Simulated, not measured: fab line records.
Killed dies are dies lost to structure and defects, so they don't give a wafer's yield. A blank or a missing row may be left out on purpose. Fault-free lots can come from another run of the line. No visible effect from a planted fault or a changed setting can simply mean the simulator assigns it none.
A lot that was struck, set against a sound lot :: flow n5_finfet :: 16 out of 1938 route steps
Sound: the wafers L198.2, L198.3, L198.5. Struck: wafer L209.4 (left out: L209.3, a lot-mate that was not struck); the cause follows at the end.
Order at every step that has rows: each side's tool, ch and its chambers, its first start. Under that, the readings that differ: sound wafers :: struck wafers :: difference of the means :: sigmas: that difference in standard deviations of wafers without a fault.
alike: readings whose means differ by less than 2 such deviations, and words and numbers that are the same on both sides. not compared: withheld readings, readings that some wafer has no value for, bounds like >300 that may hide the same value, and numbers for which the record gives no deviation and whose values overlap.
The two part at a step that has a row with sigmas, a row that says differs or no value, or rows on one side only. Numbers that have no deviation but don't overlap get no sigmas and don't part them. A reading missing from all wafers of one side parts the sides only when that side holds two or more wafers.

first, 1 step without rows for these wafers: N5_MOL_CONTACT_COAG_DEVELOP_83 (develop time 30 s).
N5_MOL_CONTACT_COAG_CD_MEAS_84: target cd 25.1 nm.
  sound on cd_sem-02 ch 0, day 5 21:40; struck on cd_sem-01 ch 0, day 8 20:01
reading: cd_nm (nm)
sound: 25.00 25.46 25.44
struck: 24.78
difference: -0.52
sigmas: -2
N5_MOL_CONTACT_COAG_OVL_MEAS_85:
  sound on overlay-02 ch 0, day 5 21:42; struck on overlay-01 ch 0, day 8 20:03
  alike: VG_OVL
N5_MOL_CONTACT_COAG_INSPECT_57: inspects for defects (brightfield).
  sound: defect_inspect-02 at day 5 21:45; struck: defect_inspect-01 at day 8 20:05
  alike: raw_defect_count
then, 1 step without rows for these wafers: N5_MOL_CONTACT_COAG_DESCUM_88 (chemistry O2, time 7 s).
N5_MOL_CONTACT_COAG_ETCH_89: etches underlayer in N2/H2, target depth 13 nm, time 10.4 s.
  sound on rie_diel-02 ch 0,1,3, day 5 21:49; struck on rie_diel-05 ch 3, day 8 20:10
  alike: drypump_motor_current_A, etch_rf_on_time_s, oes_product_au, rf_vpp_V, showerhead_plenum_p_Torr, throttle_valve_pct
  not compared: rf_hours_counter_h
N5_MOL_CONTACT_COAG_ETCH_90: etches SiARC in CF4, target depth 13 nm, time 21.7 s.
  sound on rie_diel-02 ch 0,1,3, day 5 21:50; struck on rie_diel-05 ch 3, day 8 20:11
  alike: drypump_motor_current_A, etch_rf_on_time_s, oes_product_au, rf_vpp_V, showerhead_plenum_p_Torr, throttle_valve_pct
  not compared: rf_hours_counter_h
N5_MOL_CONTACT_COAG_ALD_131: deposits SiO2, target thk 5 nm, pulse time 1 s, co reactant pulse time 1 s.
  sound on ald_sin-01 ch 0,1,3, day 5 21:55; struck on ald_sin-03 ch 0, day 8 20:47
  alike: heater_power_w, precursor_pulse_height_rel, susceptor_temp_C
N5_MOL_CONTACT_COAG_ETCHBACK_132: etches SiO2 in CHF3, target depth 10 nm, time 6.7 s.
  sound on rie_diel-04 ch 0,2,3, day 5 22:06; struck on rie_diel-02 ch 1, day 8 21:07
  alike: drypump_motor_current_A, oes_ar_750_au, oes_f_703_au, oes_product_au, rf_vpp_V, showerhead_plenum_p_Torr, throttle_valve_pct
  not compared: rf_hours_counter_h
N5_MOL_CONTACT_COAG_ETCH_91: etches SOC in N2/H2, target depth 60 nm, overetch 21 nm, time 101.2 s.
  sound on rie_diel-04 ch 0,2,3, day 5 22:08; struck on rie_diel-02 ch 1, day 8 21:09
  alike: drypump_motor_current_A, oes_product_au, rf_vpp_V, showerhead_plenum_p_Torr, throttle_valve_pct
  not compared: rf_hours_counter_h
then, 2 steps without rows for these wafers: N5_MOL_CONTACT_COAG_STRIP_92 (strips in N2/H2); N5_MOL_CONTACT_COAG_STRIP_93 (strips in N2/H2).
N5_MOL_CONTACT_COAG_ETCHBACK_135: etches SiO2 in CHF3, target depth 25 nm, time 16.7 s.
  sound on rie_diel-04 ch 0,2,3, day 5 22:13; struck on rie_diel-02 ch 1, day 8 21:14
reading: run_length_s (s)
sound: 40.1 39.8 39.6
struck: 37.9
difference: -1.9
sigmas: -5
  alike: drypump_motor_current_A, oes_ar_750_au, oes_f_703_au, oes_product_au, rf_vpp_V, showerhead_plenum_p_Torr, throttle_valve_pct
  not compared: rf_hours_counter_h
then, 1 step without rows for these wafers: N5_MOL_CONTACT_COAG_STRIP_118 (strips in CHF3).
-- here the record skips 3 days between the struck wafers' starts before and after, leaving off in module MOL_CONTACT_COAG and picking up in module BEOL_M4 (first step shown: number 1111 of the route) --
N5_BEOL_M4_RC_MEAS_101:
  sound on prober-02 ch 0, day 8 15:35; struck on prober-02 ch 0, day 11 20:10
  alike: DIBL_N, DIBL_P, IOFF_N, IOFF_P, ION_N, ION_P, SS_N, SS_P, VT_N, VT_P
then, 1 step without rows for these wafers: N5_PASSIVATION_PROBE_49.

WHERE THEY PART
Last at N5_MOL_CONTACT_COAG_ETCHBACK_135 as far as this record goes, first at N5_MOL_CONTACT_COAG_CD_MEAS_84. Later steps at which nothing parts them and some readings are alike: N5_BEOL_M4_RC_MEAS_101.

WHY: what had been put in by the simulator
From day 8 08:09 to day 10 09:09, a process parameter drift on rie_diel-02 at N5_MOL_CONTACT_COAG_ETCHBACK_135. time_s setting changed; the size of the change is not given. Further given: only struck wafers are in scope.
